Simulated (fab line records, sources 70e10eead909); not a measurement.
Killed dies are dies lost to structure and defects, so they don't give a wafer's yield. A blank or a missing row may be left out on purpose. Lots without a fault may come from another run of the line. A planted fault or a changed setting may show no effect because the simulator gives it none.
Chamber matching | flow nand_harc | NHARC_A_ZERO_WELL_ETCH_13 on rie_si-05: 4 sister chambers
The step etches the open film in HBr/Cl2, target depth 120 nm, time 40.1 s. 14 wafers are shown with their chamber, then 7 later ones without.

WAFERS WITH THEIR CHAMBER
wafer  | chamber | drypump_motor_current_A (A) | oes_product_au (a.u.) | bias_w (W)
L675.2 | 2       | 5.7                         | 0.994                 | 100.38
L675.3 | 0       | 5.4                         | 0.996                 | 100.10
L675.4 | 1       | 5.1                         | 1.021                 | 99.50
L679.1 | 1       | 5.1                         | 1.002                 | 100.14
L679.2 | 0       | 5.4                         | 0.995                 | 100.80
L679.4 | 2       | 5.7                         | 1.001                 | 100.08
L681.1 | 1       | 5.2                         | 1.011                 | 100.44
L681.3 | 2       | 5.7                         | 1.003                 | 100.09
L681.6 | 2       | 5.7                         | 0.997                 | 99.92
L685.1 | 0       | 5.4                         | 0.991                 | 99.87
L685.2 | 3       | 5.2                         | 0.993                 | 100.31
L685.5 | 2       | 5.7                         | 0.987                 | 100.21
L687.1 | 1       | 5.1                         | 0.997                 | 99.89
L687.5 | 1       | 5.1                         | 0.994                 | 100.04

SIGNATURES (means of the wafers above)
reading                 | chamber 0 | chamber 1 | chamber 2 | chamber 3 | scatter within a chamber
drypump_motor_current_A | 5.400     | 5.120     | 5.700     | 5.200     | 0.0283
oes_product_au          | 0.99400   | 1.00500   | 0.99640   | 0.99300   | 0.00812
bias_w                  | 100.2567  | 100.0020  | 100.1360  | 100.3100  | 0.326
Rule: a wafer's distance from a chamber is the root of the sum, over the readings, of the square of ((its reading less the chamber's mean) divided by the reading's scatter). The wafer belongs to the nearest chamber; if the next one is less than 2 further off, it can't be placed. The scatter: the root of (the sum of the squares of (reading less its chamber's mean) over the shown wafers, divided by (wafers less chambers)).

WAFERS WITHOUT THEIR CHAMBER
wafer  | drypump_motor_current_A (A) | oes_product_au (a.u.) | bias_w (W)
L687.6 | 5.4                         | 1.004                 | 100.10
L696.1 | 5.3                         | 0.995                 | 100.47
L696.2 | 5.4                         | 1.015                 | 99.82
L696.4 | 5.1                         | 1.005                 | 99.76
L698.1 | 5.3                         | 0.993                 | 100.11
L698.2 | 5.7                         | 1.008                 | 99.88
L698.4 | 5.1                         | 1.010                 | 99.90

WHICH CHAMBER EACH WENT THROUGH
wafer  | from the rows above     | in truth
L687.6 | 0                       | 0
L696.1 | can't be placed: 3 or 0 | 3
L696.2 | 0                       | 0
L696.4 | 1                       | 1
L698.1 | can't be placed: 0 or 3 | 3
L698.2 | 2                       | 2
L698.4 | 1                       | 1
Placed correctly: 5 of 7. Can't be placed from these rows: 2 (the true chamber is among the candidates in 2). Placed wrongly: 0.
